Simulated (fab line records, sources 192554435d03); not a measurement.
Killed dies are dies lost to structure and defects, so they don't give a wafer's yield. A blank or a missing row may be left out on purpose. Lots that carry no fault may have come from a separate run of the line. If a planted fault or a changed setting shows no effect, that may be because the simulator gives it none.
fab line records	flow n5Finfet
record: lots: 24	wafers: 72	lastDay: 20
route steps=1938 shown BEOL_M8@1354
lots that met no fault: taken from a fault-free run of the same line
startH: hours from the record's first day to the start of the lot's first wafer shown	waitH: hours from the lot's prior step to this one	" unchanged from the row above	L1.1+2: a single row standing in for several wafers	- no value, or no start was given	* or withheld: withheld	< > ~ a bound
route shown NAME@n: a module of which the file shows steps, and the number in the route of the first	usual: the fault-free wafers' mean and standard deviation	same: alike in all rows	chamber/n: place in a boat	sites: readings site by site	_std_site: standard deviation across them	_edge_site: outer sites' mean less inner sites'	radiusMm: for every site, how far away it sits from the centre of the wafer	mask NAME#n: copy n	behind: the most recent tool/chamber to have shaped the wafer	hold: what put the lot on hold/how long, in hours/how the hold closed	device: transistor that didn't switch, given as n, p or np	end of line: tests run on the same wafers once the route is complete	a step without rows: its recipe alone	killed: count of dies lost to structure and defects at first sort (not the wafer's yield)	map: a wafer's dies, x killed, . not, _ none there
set.NAME: the setting that was run; set.NAME@STEP: the one run at that earlier step	model.NAME: the simulator's own value behind a step, which no gauge read
the route's steps for a sample of lots (tables are steps, rows are wafers)
services: a tool's chamber out of use, with start hour (startH, from the record's first day; less than 0 if before it), hours out, and reason
== steps ==
step: N5_BEOL_M8_STRIP_19
recipe: chemistry: O2	powerW: 400	tempC: 40	pressureMtorr: 30	rfFrequencyHz: 6e+07	biasPowerW: 0	overashFraction: 0.2	o2FlowSccm: 225
usual: drypumpMotorCurrentA: 5.7/0.48	oesProductAu: 0.82/0.059	rfVppV: 3.7/0.62	showerheadPlenumPTorr: 2.14/0.08	throttleValvePct: 16.61/0.13
lot.wafer	tool	chamber	startH	waitH	drypumpMotorCurrentA	oesProductAu	rfHoursCounterH	rfVppV	showerheadPlenumPTorr	throttleValvePct
L074.1	rieDiel-04	1	226.80	0.1	5.1	0.87	40	4.1	2.23	16.34
L074.4	"	0	"	"	5.3	0.87	56	5.6	2.04	16.53
L074.6	"	0	"	"	5.3	0.87	-	3.8	2.04	16.51
L076.2	rieDiel-01	2	241.68	0.1	5.3	0.88	41	4.4	2.23	16.53
L076.3	"	3	"	"	6.3	0.87	51	4.2	2.05	16.69
L076.5	"	3	"	"	6.3	0.85	-	3.7	2.05	16.71
L075.1	rieDiel-01	1	242.33	0.1	5.1	0.85	56	3.6	2.22	16.58
L075.4	"	0	"	"	5.8	0.78	114	3.6	2.11	16.59
L075.5	"	1	"	"	5.1	0.84	-	2.9	2.22	16.57
L078.1	rieDiel-01	1	260.73	0.1	5.1	0.84	63	4.0	2.22	16.58
L078.4	"	3	"	"	6.3	0.85	58	4.1	2.05	16.71
L078.6	"	0	"	"	5.8	0.79	-	3.3	2.11	16.60
L077.1	rieDiel-01	3	261.03	0.2	6.3	0.86	58	4.2	2.05	16.68
L077.4	"	1	"	"	5.2	0.86	63	3.6	2.22	16.61
L077.5	"	2	"	"	5.3	0.87	-	4.4	2.22	16.54
L079.4	rieDiel-03	1	261.15	0.1	6.5	0.83	91	3.2	2.20	16.65
L079.5	"	2	"	"	5.3	0.71	-	3.2	1.98	16.84
L079.6	"	1	"	"	6.4	0.83	-	3.5	2.20	16.66
L081.1	rieDiel-04	3	261.17	0.1	6.1	0.92	22	3.9	2.22	16.56
L081.4	"	1	"	"	5.0	0.84	53	2.8	2.22	16.37
L081.5	"	3	"	"	6.0	0.93	-	2.8	2.22	16.57
L080.2	rieDiel-03	0	266.21	0.1	5.5	0.91	31	3.1	2.04	16.34
L080.3	"	1	"	"	6.5	0.82	93	3.1	2.20	16.62
L080.6	"	0	"	"	5.5	0.92	-	4.2	2.04	16.33
L083.1	rieDiel-04	1	291.04	0.1	5.0	0.84	63	3.0	2.22	16.41
L083.4	"	0	"	"	5.3	0.84	79	3.8	2.03	16.57
L083.6	"	0	"	"	5.4	0.84	-	3.9	2.03	16.57
L082.1	rieDiel-01	2	295.69	0.1	5.3	0.86	58	4.0	2.22	16.56
L082.5	"	2	"	"	5.4	0.85	-	3.5	2.22	16.58
L082.6	"	1	"	"	5.1	0.83	-	3.6	2.21	16.62
L084.2	rieDiel-04	0	300.56	0.2	5.4	0.82	84	4.7	2.03	16.60
L084.3	"	2	"	"	6.1	0.76	137	3.6	2.11	16.58
L084.5	"	2	"	"	6.1	0.75	-	4.0	2.11	16.58
L086.1	rieDiel-04	0	307.14	0.1	5.3	0.82	88	3.9	2.03	16.58
L086.4	"	3	"	"	6.1	0.90	-	3.0	2.22	16.62
L086.5	"	2	"	"	6.1	0.77	-	4.0	2.11	16.57
L085.3	rieDiel-04	2	307.31	0.1	6.1	0.76	140	4.1	2.11	16.59
L085.4	"	0	"	"	5.3	0.81	-	5.5	2.03	16.56
L085.5	"	3	"	"	6.0	0.89	-	3.9	2.22	16.61
L089.3	rieDiel-04	3	312.73	0.1	6.0	0.90	42	3.0	2.21	16.60
L089.4	"	3	"	"	6.0	0.89	-	2.4	2.22	16.63
L089.6	"	2	"	"	6.1	0.75	-	3.5	2.11	16.59
L087.4	rieDiel-01	1	315.27	0.2	5.1	0.83	81	3.3	2.21	16.63
L087.5	"	3	"	"	6.3	0.82	-	3.5	2.04	16.73
L087.6	"	0	"	"	5.8	0.77	-	4.7	2.10	16.64
L088.1	rieDiel-03	3	330.31	0.1	4.9	0.69	254	3.4	2.15	17.07
L088.4	"	1	"	"	6.5	0.79	-	3.3	2.19	16.67
L088.6	"	3	"	"	4.8	0.68	-	2.8	2.15	17.04
L091.2	rieDiel-04	3	332.72	0.1	6.1	0.89	50	4.1	2.21	16.63
L091.3	"	2	"	"	6.1	0.76	149	4.0	2.10	16.59
L091.4	"	1	"	"	5.0	0.83	69	3.7	2.22	16.40
L090.1	rieDiel-04	0	333.13	0.3	5.3	0.81	98	5.2	2.03	16.63
L090.5	"	1	"	"	5.0	0.82	-	3.9	2.22	16.39
L090.6	"	0	"	"	5.3	0.81	-	3.5	2.03	16.61
L092.2	rieDiel-01	1	338.28	0.2	5.1	0.81	90	4.7	2.21	16.63
L092.4	"	0	"	"	5.7	0.75	145	4.1	2.10	16.67
L092.5	"	2	"	"	5.3	0.83	-	4.2	2.21	16.60
L093.2	rieDiel-03	1	338.32	0.1	6.5	0.80	119	3.9	2.19	16.71
L093.3	"	2	"	"	5.2	0.99	4	2.4	2.23	16.39
L093.4	"	2	"	"	5.3	0.99	-	3.7	2.23	16.42
L094.2	rieDiel-01	1	352.57	0.1	5.1	0.80	94	4.3	2.21	16.64
L094.4	"	3	"	"	6.3	0.80	89	3.6	2.04	16.78
L094.5	"	3	"	"	6.3	0.80	-	4.1	2.04	16.78
L095.1	rieDiel-01	1	372.00	0.1	5.1	0.80	103	3.8	2.20	16.68
L095.3	"	2	"	"	5.3	0.82	89	3.1	2.21	16.63
L095.6	"	2	"	"	5.3	0.80	-	3.0	2.21	16.62
L096.2	rieDiel-01	1	374.52	0.1	5.1	0.79	104	4.3	2.20	16.66
L096.4	"	3	"	"	6.3	0.79	98	3.6	2.04	16.78
L096.6	"	3	"	"	6.3	0.80	-	2.4	2.03	16.79
L097.1	rieDiel-01	2	389.91	0.1	5.3	0.80	94	4.3	2.21	16.62
L097.2	"	0	"	"	5.8	0.74	164	3.6	2.09	16.69
L097.5	"	2	"	"	5.3	0.80	-	4.5	2.21	16.63
step: N5_BEOL_M8_TRENCH_ETCH_37
recipe: chemistry: C4F6/O2	targetDepthA: 934.78	target: SiCOH_lowk	timeS: 31.2	ionEnergyEv: 250	pressureMtorr: 30	sourceW: 345	biasW: 185	Ar_flow_sccm: 300	C4F6_flow_sccm: 10	O2_flow_sccm: 10
usual: drypumpMotorCurrentA: 5.6/0.5	oes_f_703_au: 0.82/0.062	oesProductAu: 0.82/0.066	rfVppV: 668/7.5	showerheadPlenumPTorr: 2.89/0.11	throttleValvePct: 20.88/0.17
lot.wafer	tool	chamber	startH	waitH	drypumpMotorCurrentA	oes_f_703_au	oesProductAu	rfHoursCounterH	rfVppV	showerheadPlenumPTorr	throttleValvePct
L074.1	rieDiel-03	2	-	-	5.2	0.71	0.71	222	658	2.71	21.12
L074.4	"	1	"	"	6.5	0.82	0.84	80	675	2.99	20.91
L074.6	"	1	"	"	6.4	0.81	0.83	-	673	2.99	20.92
L075.1	rieDiel-04	2	-	-	6.1	0.79	0.79	115	657	2.86	20.73
L075.4	"	1	"	"	5.1	0.85	0.85	46	667	2.99	20.54
L075.5	"	0	"	"	5.3	0.83	0.85	-	682	2.78	20.86
L076.2	rieDiel-03	0	-	-	5.5	0.94	0.93	23	664	2.78	20.55
L076.3	"	2	"	"	5.3	0.70	0.70	227	660	2.71	21.13
L076.5	"	2	"	"	5.3	0.71	0.71	-	660	2.71	21.10
L078.1	rieDiel-03	2	-	-	5.3	0.70	0.70	236	660	2.71	21.14
L078.4	"	1	"	"	6.5	0.81	0.82	93	674	2.99	20.93
L078.6	"	1	"	"	6.5	0.80	0.83	-	672	2.99	20.93
L081.1	rieDiel-03	0	-	-	5.5	0.92	0.91	31	662	2.77	20.57
L081.4	"	3	"	"	4.9	0.71	0.70	231	671	2.92	21.25
L081.5	"	3	"	"	4.8	0.71	0.70	-	670	2.92	21.26
L079.4	rieDiel-04	3	-	-	6.1	0.92	0.93	23	669	3.03	20.95
L079.5	"	0	"	"	5.3	0.82	0.83	-	681	2.78	20.87
L079.6	"	1	"	"	5.0	0.84	0.83	-	669	2.99	20.57
L077.1	rieDiel-01	3	-	-	6.3	0.85	0.84	60	657	2.78	21.00
L077.4	"	1	"	"	5.1	0.84	0.85	-	677	3.01	20.93
L077.5	"	3	"	"	6.3	0.84	0.84	-	658	2.78	21.00
L080.2	rieDiel-01	3	-	-	6.3	0.84	0.84	60	658	2.78	21.01
L080.3	"	2	"	"	5.3	0.85	0.87	50	671	3.01	20.83
L080.6	"	3	"	"	6.3	0.84	0.84	-	657	2.78	20.99
L083.1	rieDiel-01	3	-	-	6.3	0.84	0.84	67	657	2.78	21.02
L083.4	"	1	"	"	5.1	0.83	0.84	72	676	3.00	20.93
L083.6	"	2	"	"	5.4	0.84	0.86	-	671	3.01	20.85
L082.1	rieDiel-01	3	-	-	6.3	0.83	0.83	69	658	2.78	21.01
L082.5	"	3	"	"	6.3	0.84	0.83	-	657	2.78	21.00
L082.6	"	2	"	"	5.4	0.83	0.84	-	672	3.01	20.83
L084.2	rieDiel-04	3	-	-	6.0	0.88	0.91	38	668	3.02	20.98
L084.3	"	0	"	"	5.3	0.81	0.83	85	681	2.77	20.88
L084.5	"	3	"	"	6.1	0.89	0.91	-	670	3.02	20.98
L086.1	rieDiel-01	3	-	-	6.3	0.83	0.83	72	658	2.78	21.01
L086.4	"	1	"	"	5.1	0.83	0.83	78	676	3.00	20.93
L086.5	"	0	"	"	5.8	0.76	0.77	-	667	2.85	20.84
L085.3	rieDiel-04	3	-	-	6.0	0.87	0.90	41	670	3.02	20.99
L085.4	"	0	"	"	5.3	0.81	0.83	-	681	2.77	20.88
L085.5	"	2	"	"	6.1	0.76	0.75	-	655	2.85	20.76
L089.3	rieDiel-04	2	-	-	6.1	0.76	0.75	143	658	2.85	20.75
L089.4	"	0	"	"	5.3	0.79	0.81	-	680	2.77	20.90
L089.6	"	2	"	"	6.1	0.76	0.75	-	658	2.85	20.78
L087.4	rieDiel-04	3	-	-	6.0	0.88	0.89	-	670	3.02	20.99
L087.5	"	0	"	"	5.3	0.80	0.82	-	681	2.77	20.91
L087.6	"	2	"	"	6.1	0.75	0.75	-	657	2.85	20.77
L088.1	rieDiel-03	0	-	-	5.5	0.89	0.87	53	664	2.76	20.58
L088.4	"	0	"	"	5.5	0.88	0.87	-	664	2.76	20.58
L088.6	"	1	"	"	6.5	0.78	0.79	-	673	2.98	20.96
L091.2	rieDiel-04	2	-	-	6.1	0.75	0.75	149	658	2.84	20.77
L091.3	"	1	"	"	5.1	0.82	0.82	69	669	2.98	20.58
L091.4	"	3	"	"	6.0	0.87	0.88	50	670	3.01	21.00
L090.1	rieDiel-03	2	-	-	5.3	0.99	1.01	2	669	3.04	20.78
L090.5	"	0	"	"	5.5	0.88	0.88	-	664	2.76	20.59
L090.6	"	1	"	"	6.5	0.78	0.80	-	673	2.98	20.96
L092.2	rieDiel-03	0	-	-	5.5	0.88	0.87	58	663	2.76	20.60
L092.4	"	2	"	"	5.3	0.97	0.98	-	670	3.04	20.80
L092.5	"	1	"	"	6.5	0.78	0.79	-	673	2.98	20.97
L093.2	rieDiel-04	2	-	-	6.1	0.75	0.75	153	659	2.84	20.77
L093.3	"	1	"	"	5.0	0.82	0.81	72	669	2.98	20.60
L093.4	"	0	"	"	5.3	0.79	0.81	101	680	2.76	20.92
L094.2	rieDiel-01	2	-	-	5.3	0.81	0.82	82	671	3.00	20.89
L094.4	"	1	"	"	5.1	0.81	0.80	96	677	2.99	20.97
L094.5	"	1	"	"	5.1	0.80	0.81	-	678	2.99	20.97
L095.1	rieDiel-01	0	-	-	5.7	0.75	0.75	159	666	2.84	20.88
L095.3	"	3	"	"	6.3	0.80	0.81	98	656	2.77	21.08
L095.6	"	2	"	"	5.3	0.80	0.81	-	671	2.99	20.89
L096.2	rieDiel-04	3	-	-	6.0	0.86	0.85	66	668	3.01	21.01
L096.4	"	0	"	"	5.3	0.78	0.79	112	680	2.76	20.94
L096.6	"	0	"	"	5.4	0.78	0.79	-	678	2.76	20.94
L097.1	rieDiel-04	1	-	-	5.0	0.80	0.79	88	668	2.98	20.60
L097.2	"	2	"	"	6.1	0.74	0.72	170	657	2.83	20.80
L097.5	"	0	"	"	5.3	0.77	0.78	-	679	2.76	20.93
step: N5_BEOL_M8_OCD_MEAS_38
usual: trenchDepthNm: 93.9/1.3
lot.wafer	tool	chamber	startH	waitH	trenchDepthNm
L074.1	ocd-02	-	229.95	-	93.0
L074.4	"	-	"	"	96.1
L074.6	"	-	"	"	95.2
L075.1	ocd-02	-	244.44	-	94.4
L075.4	"	-	"	"	93.2
L075.5	"	-	"	"	93.8
L076.2	ocd-01	-	244.51	-	94.5
L076.3	"	-	"	"	91.9
L076.5	"	-	"	"	93.1
L078.1	ocd-01	-	265.39	-	92.7
L078.4	"	-	"	"	94.7
L078.6	"	-	"	"	95.5
L081.1	ocd-02	-	265.79	-	95.5
L081.4	"	-	"	"	93.1
L081.5	"	-	"	"	92.0
L079.4	ocd-01	-	266.15	-	96.8
L079.5	"	-	"	"	92.4
L079.6	"	-	"	"	92.8
L077.1	ocd-02	-	266.46	-	95.6
L077.4	"	-	"	"	95.4
L077.5	"	-	"	"	94.9
L080.2	ocd-01	-	267.96	-	94.2
L080.3	"	-	"	"	93.8
L080.6	"	-	"	"	93.5
L083.1	ocd-02	-	292.24	-	95.0
L083.4	"	-	"	"	94.8
L083.6	"	-	"	"	94.7
L082.1	ocd-02	-	298.98	-	94.9
L082.5	"	-	"	"	94.2
L082.6	"	-	"	"	94.2
L084.2	ocd-02	-	301.61	-	96.8
L084.3	"	-	"	"	94.7
L084.5	"	-	"	"	96.6
L086.1	ocd-02	-	308.24	-	94.7
L086.4	"	-	"	"	94.4
L086.5	"	-	"	"	93.8
L085.3	ocd-01	-	308.56	-	96.8
L085.4	"	-	"	"	94.0
L085.5	"	-	"	"	94.0
L089.3	ocd-02	-	314.61	-	93.4
L089.4	"	-	"	"	92.3
L089.6	"	-	"	"	92.8
L087.4	ocd-01	-	316.59	-	95.7
L087.5	"	-	"	"	93.2
L087.6	"	-	"	"	93.4
L088.1	ocd-01	-	331.49	-	93.6
L088.4	"	-	"	"	93.3
L088.6	"	-	"	"	93.2
L091.2	ocd-01	-	333.95	-	94.0
L091.3	"	-	"	"	93.5
L091.4	"	-	"	"	95.9
L090.1	ocd-02	-	334.93	-	96.3
L090.5	"	-	"	"	93.9
L090.6	"	-	"	"	93.7
L092.2	ocd-01	-	340.43	-	93.2
L092.4	"	-	"	"	95.7
L092.5	"	-	"	"	94.6
L093.2	ocd-02	-	340.47	-	94.7
L093.3	"	-	"	"	92.2
L093.4	"	-	"	"	93.5
L094.2	ocd-01	-	355.68	-	93.6
L094.4	"	-	"	"	94.2
L094.5	"	-	"	"	93.9
L095.1	ocd-01	-	374.39	-	94.0
L095.3	"	-	"	"	94.6
L095.6	"	-	"	"	94.2
L096.2	ocd-01	-	376.33	-	94.7
L096.4	"	-	"	"	92.9
L096.6	"	-	"	"	93.5
L097.1	ocd-01	-	390.88	-	91.7
L097.2	"	-	"	"	91.6
L097.5	"	-	"	"	91.6
step: N5_BEOL_M8_DEGAS_44
recipe: ambient: vacuum	tempC: 250	timeS: 60
usual: heaterPowerW: 329/20
lot.wafer	tool	chamber	startH	waitH	heaterPowerW
L074.1	pvdSputter-03	-	230.86	0.7	324
L074.4	"	-	"	"	326
L074.6	"	-	"	"	300
L076.2	pvdSputter-01	-	245.13	0.3	323
L076.3	"	-	"	"	288
L076.5	"	-	"	"	340
L075.1	pvdSputter-01	-	245.29	0.5	340
L075.4	"	-	"	"	297
L075.5	"	-	"	"	321
L078.1	pvdSputter-03	-	267.49	1.9	305
L078.4	"	-	"	"	354
L078.6	"	-	"	"	357
L081.1	pvdSputter-02	-	267.90	1.9	357
L081.4	"	-	"	"	349
L081.5	"	-	"	"	353
L079.4	pvdSputter-01	-	267.91	1.4	298
L079.5	"	-	"	"	326
L079.6	"	-	"	"	341
L077.1	pvdSputter-02	-	267.98	1.3	317
L077.4	"	-	"	"	349
L077.5	"	-	"	"	316
L080.2	pvdSputter-01	-	268.48	0.2	316
L080.3	"	-	"	"	329
L080.6	"	-	"	"	325
L083.1	pvdSputter-01	-	294.19	1.7	321
L083.4	"	-	"	"	332
L083.6	"	-	"	"	287
L082.1	pvdSputter-01	-	299.75	0.3	295
L082.5	"	-	"	"	320
L082.6	"	-	"	"	349
L084.2	pvdSputter-02	-	303.31	1.2	333
L084.3	"	-	"	"	352
L084.5	"	-	"	"	342
L086.1	pvdSputter-02	-	309.04	0.6	351
L086.4	"	-	"	"	350
L086.5	"	-	"	"	356
L085.3	pvdSputter-02	-	309.46	0.6	318
L085.4	"	-	"	"	359
L085.5	"	-	"	"	345
L089.3	pvdSputter-01	-	315.46	0.5	345
L089.4	"	-	"	"	332
L089.6	"	-	"	"	351
L087.4	pvdSputter-02	-	317.36	0.4	318
L087.5	"	-	"	"	352
L087.6	"	-	"	"	348
L088.1	pvdSputter-01	-	332.39	0.7	322
L088.4	"	-	"	"	293
L088.6	"	-	"	"	329
L091.2	pvdSputter-02	-	336.07	1.7	358
L091.3	"	-	"	"	349
L091.4	"	-	"	"	355
L090.1	pvdSputter-01	-	336.40	1.2	326
L090.5	"	-	"	"	296
L090.6	"	-	"	"	338
L092.2	pvdSputter-01	-	341.00	0.3	290
L092.4	"	-	"	"	336
L092.5	"	-	"	"	320
L093.2	pvdSputter-01	-	341.08	0.2	336
L093.3	"	-	"	"	333
L093.4	"	-	"	"	286
L094.2	pvdSputter-01	-	356.67	0.7	336
L094.4	"	-	"	"	326
L094.5	"	-	"	"	319
L095.1	pvdSputter-03	-	375.12	0.5	352
L095.3	"	-	"	"	294
L095.6	"	-	"	"	344
L096.2	pvdSputter-01	-	376.93	0.3	336
L096.4	"	-	"	"	342
L096.6	"	-	"	"	342
L097.1	pvdSputter-03	-	391.88	0.6	345
L097.2	"	-	"	"	322
L097.5	"	-	"	"	315
step: N5_BEOL_M8_ALD_77
recipe: material: TaN	targetThkA: 20	tempC: 275	aldPrecursorFamily: PDMAT	aldCoReactant: NH3	pressureTorr: 3	carrierFlowSccm: 1500	pulseTimeS: 2	purgeTimeS: 3	coReactantPurgeTimeS: 2	coReactantPulseTimeS: 3	aldCycles: 40	precursorVesselTempC: 75	precursorVesselPressureTorr: 26.25	precursorVesselCarrierSccm: 1000
usual: heaterPowerW: 429/40	precursorVesselTempC: 75.00/0.12
lot.wafer	tool	chamber	startH	waitH	heaterPowerW	precursorVesselTempC
L074.1	aldMetal-02	3	231.09	0.2	444	75.00
L074.4	"	1	"	"	424	74.83
L074.6	"	1	"	"	438	74.86
L076.2	aldMetal-01	1	245.46	0.3	420	74.90
L076.3	"	2	"	"	485	75.00
L076.5	"	0	"	"	409	75.11
L075.1	aldMetal-02	0	245.49	0.1	500	75.16
L075.4	"	1	"	"	425	75.12
L075.5	"	3	"	"	443	75.17
L078.1	aldMetal-04	3	267.59	0.0	454	74.82
L078.4	"	1	"	"	409	75.07
L078.6	"	1	"	"	410	75.12
L081.1	aldMetal-04	3	268.00	0.0	459	74.84
L081.4	"	0	"	"	359	74.88
L081.5	"	1	"	"	414	75.04
L077.1	aldMetal-02	2	268.18	0.1	458	75.10
L077.4	"	0	"	"	490	75.02
L077.5	"	0	"	"	491	74.94
L079.4	aldMetal-01	1	268.20	0.2	412	74.87
L079.5	"	0	"	"	401	74.93
L079.6	"	2	"	"	475	74.93
L080.2	aldMetal-04	1	268.58	0.0	422	75.19
L080.3	"	2	"	"	360	75.16
L080.6	"	2	"	"	361	75.08
L083.1	aldMetal-02	0	294.31	0.1	497	74.83
L083.4	"	3	"	"	460	75.19
L083.6	"	0	"	"	487	75.01
L082.1	aldMetal-04	3	299.85	0.0	442	75.25
L082.5	"	1	"	"	417	75.15
L082.6	"	2	"	"	365	74.97
L084.2	aldMetal-01	3	303.45	0.1	400	74.90
L084.3	"	2	"	"	473	74.94
L084.5	"	1	"	"	420	74.92
L086.1	aldMetal-02	0	309.26	0.2	501	74.97
L086.4	"	3	"	"	460	74.89
L086.5	"	2	"	"	463	74.94
L085.3	aldMetal-01	2	309.58	0.1	471	74.81
L085.4	"	1	"	"	405	75.20
L085.5	"	2	"	"	473	74.97
L089.3	aldMetal-04	0	315.58	0.1	357	75.09
L089.4	"	3	"	"	448	74.98
L089.6	"	0	"	"	379	75.17
L087.4	aldMetal-04	3	317.48	0.1	452	75.03
L087.5	"	0	"	"	371	74.95
L087.6	"	3	"	"	443	75.02
L088.1	aldMetal-04	1	332.49	0.0	417	75.06
L088.4	"	3	"	"	445	74.85
L088.6	"	1	"	"	402	74.91
L091.2	aldMetal-04	3	336.17	0.0	450	75.02
L091.3	"	0	"	"	355	75.06
L091.4	"	0	"	"	366	74.94
L090.1	aldMetal-02	1	336.50	0.0	422	74.88
L090.5	"	3	"	"	458	74.98
L090.6	"	2	"	"	451	74.82
L092.2	aldMetal-01	1	341.10	0.0	413	74.98
L092.4	"	3	"	"	402	75.16
L092.5	"	2	"	"	474	75.19
L093.2	aldMetal-02	2	341.18	0.0	464	74.98
L093.3	"	3	"	"	450	75.07
L093.4	"	0	"	"	498	74.82
L094.2	aldMetal-04	0	356.78	0.0	374	75.18
L094.4	"	3	"	"	438	75.07
L094.5	"	3	"	"	449	75.15
L095.1	aldMetal-01	3	375.28	0.1	397	75.02
L095.3	"	2	"	"	466	75.14
L095.6	"	3	"	"	399	74.89
L096.2	aldMetal-02	0	377.19	0.2	477	74.94
L096.4	"	2	"	"	472	74.87
L096.6	"	3	"	"	468	75.04
L097.1	aldMetal-01	2	391.98	0.0	476	74.95
L097.2	"	0	"	"	410	75.29
L097.5	"	0	"	"	407	75.22
step: N5_BEOL_M8_SPUTTER_48
recipe: material: Cu	targetThkA: 100	tempC: -20	biasV: 60	powerW: 26000	chamberPressurePa: 0.13	timeS: 1.667
usual: chamberPressurePa: 0.12999/0.00026	chuckGasFlowSccm: 1.25/0.05	throttleValvePct: 30.6/0.68
lot.wafer	tool	chamber	startH	waitH	chamberPressurePa	chuckGasFlowSccm	throttleValvePct
L074.1	pvdSputter-02	-	232.81	0.1	0.13026	1.22	30.0
L074.4	"	-	"	"	0.13076	1.24	30.2
L074.6	"	-	"	"	0.13048	1.18	30.0
L076.2	pvdSputter-03	-	246.13	0.1	0.12971	1.27	31.0
L076.3	"	-	"	"	0.12958	1.21	29.4
L076.5	"	-	"	"	0.13019	1.27	29.6
L075.1	pvdSputter-03	-	246.33	0.2	0.12993	1.20	30.2
L075.4	"	-	"	"	0.12993	1.17	30.2
L075.5	"	-	"	"	0.12993	1.26	30.2
L078.1	pvdSputter-01	-	268.65	0.1	0.12964	1.32	31.8
L078.4	"	-	"	"	0.12979	1.32	30.6
L078.6	"	-	"	"	0.13016	1.23	31.7
L081.1	pvdSputter-01	-	269.06	0.1	0.13001	1.30	31.7
L081.4	"	-	"	"	0.12995	1.22	31.1
L081.5	"	-	"	"	0.12966	1.27	30.8
L079.4	pvdSputter-01	-	269.20	0.1	0.12972	1.25	30.9
L079.5	"	-	"	"	0.12971	1.25	31.3
L079.6	"	-	"	"	0.12968	1.33	31.7
L077.1	pvdSputter-01	-	269.40	0.2	0.12999	1.20	30.7
L077.4	"	-	"	"	0.12956	1.20	31.5
L077.5	"	-	"	"	0.12975	1.25	31.5
L080.2	pvdSputter-01	-	269.68	0.2	0.1298	1.24	30.3
L080.3	"	-	"	"	0.12955	1.19	31.5
L080.6	"	-	"	"	0.12956	1.22	31.6
L083.1	pvdSputter-01	-	295.09	0.1	0.12976	1.22	31.6
L083.4	"	-	"	"	0.12994	1.40	30.3
L083.6	"	-	"	"	0.12996	1.24	31.4
L082.1	pvdSputter-03	-	300.31	0.1	0.12983	1.29	30.4
L082.5	"	-	"	"	0.12957	1.32	30.2
L082.6	"	-	"	"	0.12989	1.39	30.1
L084.2	pvdSputter-03	-	304.19	0.1	0.13032	1.31	30.8
L084.3	"	-	"	"	0.13027	1.35	30.1
L084.5	"	-	"	"	0.13049	1.26	30.6
L086.1	pvdSputter-02	-	310.32	0.2	0.13032	1.22	29.9
L086.4	"	-	"	"	0.13022	1.22	30.0
L086.5	"	-	"	"	0.12978	1.25	30.0
L085.3	pvdSputter-02	-	310.40	0.1	0.1299	1.21	30.1
L085.4	"	-	"	"	0.12946	1.16	30.0
L085.5	"	-	"	"	0.1298	1.27	30.0
L089.3	pvdSputter-02	-	316.86	0.5	0.13003	1.19	30.2
L089.4	"	-	"	"	0.13005	1.28	30.0
L089.6	"	-	"	"	0.13015	1.26	30.3
L087.4	pvdSputter-02	-	318.20	0.1	0.13006	1.23	30.1
L087.5	"	-	"	"	0.13025	1.28	29.7
L087.6	"	-	"	"	0.13025	1.26	31.0
L088.1	pvdSputter-03	-	333.07	0.2	0.12979	1.25	29.5
L088.4	"	-	"	"	0.12998	1.33	29.9
L088.6	"	-	"	"	0.12951	1.21	29.9
L091.2	pvdSputter-02	-	336.73	0.1	0.12978	1.24	30.9
L091.3	"	-	"	"	0.12988	1.21	30.4
L091.4	"	-	"	"	0.12989	1.21	31.1
L090.1	pvdSputter-02	-	337.19	0.3	0.13043	1.13	31.0
L090.5	"	-	"	"	0.13035	1.22	31.1
L090.6	"	-	"	"	0.13042	1.28	30.2
L092.2	pvdSputter-03	-	341.67	0.1	0.1298	1.31	30.2
L092.4	"	-	"	"	0.12992	1.20	29.4
L092.5	"	-	"	"	0.12983	1.22	30.7
L093.2	pvdSputter-03	-	341.77	0.1	0.13023	1.29	30.7
L093.3	"	-	"	"	0.13029	1.25	29.3
L093.4	"	-	"	"	0.12998	1.25	30.4
L094.2	pvdSputter-02	-	357.28	0.1	0.12983	1.19	30.4
L094.4	"	-	"	"	0.12974	1.26	29.8
L094.5	"	-	"	"	0.12999	1.17	29.8
L095.1	pvdSputter-01	-	376.16	0.4	0.1301	1.21	31.0
L095.3	"	-	"	"	0.12998	1.24	31.9
L095.6	"	-	"	"	0.13033	1.28	31.6
L096.2	pvdSputter-01	-	379.41	0.1	0.12997	1.16	30.8
L096.4	"	-	"	"	0.13004	1.18	31.5
L096.6	"	-	"	"	0.12926	1.24	31.7
L097.1	pvdSputter-01	-	392.86	0.4	0.12992	1.25	30.3
L097.2	"	-	"	"	0.12999	1.27	30.8
L097.5	"	-	"	"	0.13037	1.34	30.9
== services ==
tool	chamber	startH	hours	kind
aldMetal-04	-	205.50	2.3	repair
aldMetal-01	3	230.30	46.8	repair
rieDiel-01	0	264.71	3.7	repair
aldMetal-04	-	289.42	2.8	pm
rieDiel-04	1	294.03	23.1	repair
pvdSputter-02	-	295.39	5.2	repair
rieDiel-03	2	313.71	-	clean
rieDiel-03	2	313.71	-	consumableReplace:focusRing
rieDiel-03	2	313.71	-	consumableReplace:showerhead
rieDiel-03	2	313.71	17.9	scheduledDown
rieDiel-03	2	313.71	17.9	ventCycle
aldMetal-04	2	331.61	21.0	repair
rieDiel-03	3	331.61	-	clean
rieDiel-03	3	331.61	-	consumableReplace:focusRing
rieDiel-03	3	331.61	20.4	scheduledDown
rieDiel-03	3	331.61	20.4	ventCycle
rieDiel-03	-	353.27	4.3	pm
aldMetal-02	1	360.37	25.1	repair
pvdSputter-02	-	366.81	8.6	repair
aldMetal-01	-	368.81	0.6	repair
== key ==
fault none
